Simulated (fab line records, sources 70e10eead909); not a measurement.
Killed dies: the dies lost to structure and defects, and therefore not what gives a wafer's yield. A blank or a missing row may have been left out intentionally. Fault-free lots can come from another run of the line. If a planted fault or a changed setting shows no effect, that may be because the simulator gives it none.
Which tool was responsible? + flow nand harc + at 1 step of a route of 1302, 12 lots with 36 wafers sampled

== WHAT THE GAUGES READ, wafer by wafer ==
NHARC_P_CONTACT_CD_MEAS_19.
| lot  | measured     | on        | cd nm (nm)     |
|------|--------------|-----------|----------------|
| L076 | day 6 14:22  | cd sem-03 | 92.3 90.7 91.5 |
| L077 | day 7 04:46  | cd sem-01 | 91.1 87.3 90.4 |
| L079 | day 7 23:36  | cd sem-02 | 89.0 92.0 88.1 |
| L080 | day 8 16:22  | cd sem-03 | 88.9 89.8 91.9 |
| L083 | day 9 14:54  | cd sem-01 | 89.1 88.1 91.8 |
| L085 | day 10 10:15 | cd sem-01 | 89.1 91.7 90.0 |
| L088 | day 12 03:25 | cd sem-03 | 89.0 91.7 88.6 |
| L089 | day 12 12:49 | cd sem-02 | 90.8 90.6 90.8 |
| L091 | day 13 06:44 | cd sem-03 | 90.1 87.8 90.2 |
| L093 | day 13 21:27 | cd sem-01 | 88.8 91.4 88.5 |
| L095 | day 14 20:01 | cd sem-01 | 90.2 94.5 93.5 |
| L097 | day 15 11:49 | cd sem-03 | 87.6 88.6 88.9 |

== EACH LOT AND THE TOOL THAT RAN IT (in order: tool; ch and the chambers of the sampled wafers; start) ==
No process step before these readings appears in the record.

== THE ANSWER, worked out from the rows above alone ==
Rule: usual is defined by the lots themselves. The widest of any qualifying gaps counts: lots, ordered by their means at a reading, are off when they make up no more than a third of the lots, leave a main group of 4 or more, and stand apart from it by 3 or more times the standard deviation of that group's means. If all means in a main group match to the digits the tables above print for the reading, that group is not used. A lot without any number at a reading at which 4 lots or more have one is off too. Any other lot the step has rows for is counted as sound.
No lot is off on any of the readings shown, so nothing can be concluded from this.

== WHAT THE SIMULATOR HAD PUT IN ==
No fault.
